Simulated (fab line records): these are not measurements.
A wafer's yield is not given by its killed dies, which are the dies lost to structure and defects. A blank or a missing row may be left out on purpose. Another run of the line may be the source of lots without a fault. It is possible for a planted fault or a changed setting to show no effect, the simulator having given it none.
Lot-split experiment -- flow n5_finfet -- on a route of 1938 steps: 7 lots, 39 wafers read

ON THE SPLIT
At N5_SD_EPI_P_EPI_21 (deposits SiGe:B, time 355 s), the setting time_s was moved away from the recipe's 355 s on 15 of the 39 wafers read, by -18.5% to +12.5%. All remaining wafers had this setting at the recipe value.

FROM THE SPLIT TO THE READING: what the file shows between them, 5 steps
- N5_SD_EPI_P_EPI_MEAS_23
- N5_SD_EPI_P_HM_STRIP_48: strips SiNx in H3PO4, material SiNx, target depth 3 nm
- N5_SD_EPI_P_SRD_49: time 30 s
- N5_SD_ACTIVATION_RTA_00: time 0 s
- N5_SD_ACTIVATION_LSA_01: time 0.0008 s

THE READING
RS_SD_P (ohm/sq), read at N5_SD_ACTIVATION_RS_MEAS_03 with a four-point probe. On this fab line, fault-free wafers typically give 55.7 ohm/sq with a standard deviation of 0.78 ohm/sq.

wafer,"tool, chamber at the split","time_s as run, s",against the recipe,"RS_SD_P, ohm/sq",against lot-mates on the recipe
L075.1,"epi_rpcvd-04, 0",302.3,-14.8%,60.0,+4.3
L075.2,"epi_rpcvd-04, 0",355,recipe,55.6,-
L075.3,"epi_rpcvd-04, 0",355,recipe,55.4,-
L075.4,"epi_rpcvd-04, 0",302.3,-14.8%,62.3,+6.6
L075.5,"epi_rpcvd-04, 0",355,recipe,56.0,-
L075.6,"epi_rpcvd-04, 0",302.3,-14.8%,61.2,+5.5
L085.1,"epi_rpcvd-02, 0",324,-8.7%,59.4,+3.9
L085.2,"epi_rpcvd-02, 0",355,recipe,55.5,-
L085.3,"epi_rpcvd-02, 0",355,recipe,56.0,-
L085.4,"epi_rpcvd-02, 0",324,-8.7%,59.7,+4.2
L085.5,"epi_rpcvd-02, 0",355,recipe,55.1,-
L085.6,"epi_rpcvd-02, 0",324,-8.7%,58.4,+2.9
L086.1,"epi_rpcvd-03, 0",289.5,-18.5%,63.0,+6.7
L086.2,"epi_rpcvd-03, 0",289.5,-18.5%,64.5,+8.2
L086.3,"epi_rpcvd-03, 0",289.5,-18.5%,63.7,+7.4
L086.4,"epi_rpcvd-03, 0",355,recipe,56.4,-
L086.5,"epi_rpcvd-03, 0",355,recipe,56.1,-
L086.6,"epi_rpcvd-03, 0",355,recipe,56.4,-
L090.1,"epi_rpcvd-04, 0",376.8,+6.1%,54.8,-1.6
L090.2,"epi_rpcvd-04, 0",355,recipe,56.4,-
L090.3,"epi_rpcvd-04, 0",355,recipe,56.7,-
L090.4,"epi_rpcvd-04, 0",355,recipe,56.1,-
L090.5,"epi_rpcvd-04, 0",376.8,+6.1%,54.7,-1.7
L090.6,"epi_rpcvd-04, 0",376.8,+6.1%,54.3,-2.1
L092.1,"epi_rpcvd-03, 0",355,recipe,55.4,-
L092.2,"epi_rpcvd-03, 0",355,recipe,55.0,-
L092.3,"epi_rpcvd-03, 0",355,recipe,55.1,-
L092.4,"epi_rpcvd-03, 0",355,recipe,55.9,-
L092.5,"epi_rpcvd-03, 0",355,recipe,56.3,-
L092.6,"epi_rpcvd-03, 0",355,recipe,55.3,-
L093.1,"epi_rpcvd-02, 0",355,recipe,55.8,-
L093.3,"epi_rpcvd-02, 0",355,recipe,56.3,-
L093.6,"epi_rpcvd-02, 0",355,recipe,55.7,-
L096.1,"epi_rpcvd-02, 0",355,recipe,55.9,-
L096.2,"epi_rpcvd-02, 0",399.3,+12.5%,51.9,-3.4
L096.3,"epi_rpcvd-02, 0",399.3,+12.5%,50.3,-5.0
L096.4,"epi_rpcvd-02, 0",355,recipe,55.4,-
L096.5,"epi_rpcvd-02, 0",355,recipe,54.5,-
L096.6,"epi_rpcvd-02, 0",399.3,+12.5%,51.8,-3.5

FIT RESULTS
A straight line over all 39 wafers: RS_SD_P changes by -0.38 ohm/sq for each +1% of time_s; r = -0.97; the points scatter about the line by 0.72 ohm/sq.
The same after taking each lot's own level away (the mean of its wafers on the recipe; 39 wafers): -0.369 ohm/sq for each +1%; r = -0.98; scatter 0.58 ohm/sq.
According to that fit, moving time_s by its largest amount changes the reading by 6.8 ohm/sq.
From 55.27 to 56.40 ohm/sq: that is the span of the lots' own levels, equal to 1.5 times the standard deviation above.
Consequently the slope shifts little with the lot-to-lot level, the two slopes agreeing.
Check: +7.03 ohm/sq against its lot-mates is what the line predicts for one of the wafers moved furthest among these (-18.5%) when that wafer is left out of the fit. Against them it came out at +6.7 ohm/sq.

FURTHER SPLITS ON THESE WAFERS
Other splits were also applied to these wafers ahead of the reading. Each is held against what the fit with the lots' levels taken away leaves over:
other split on the same wafers,wafers away from the commonest value,r with RS_SD_P (lot level and that fit taken away)
N5_FIN_SAQP_MANDREL_ETCH_22 icp_w,18,-0.04
N5_DUMMY_GATE_ETCH_31 target_depth_a,15,+0.17
N5_DUMMY_GATE_ETCH_32 time_s,9,-0.04

THE WHOLE CHAIN: every reading that the file lists as answering this split, in the file's order
step,what it does,reading,change (the file's fit),r (the file's)
N5_SD_EPI_P_EPI_21,"deposits SiGe:B, time 355 s","SiGe-B_of_SD_EPI_P_EPI_21.thk_nm (the simulator's own value, which no gauge read)",+0.391 nm for each +1% of the setting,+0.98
N5_SD_EPI_P_EPI_MEAS_23,,thk_nm,withheld for each +1% of the setting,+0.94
N5_SD_ACTIVATION_RS_MEAS_03,measures by four-point-probe,RS_SD_P,-0.374 for each +1% of the setting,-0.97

FILE'S OWN FIT
RS_SD_P changes by -0.374 ohm/sq for each +1% of time_s, r = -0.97.
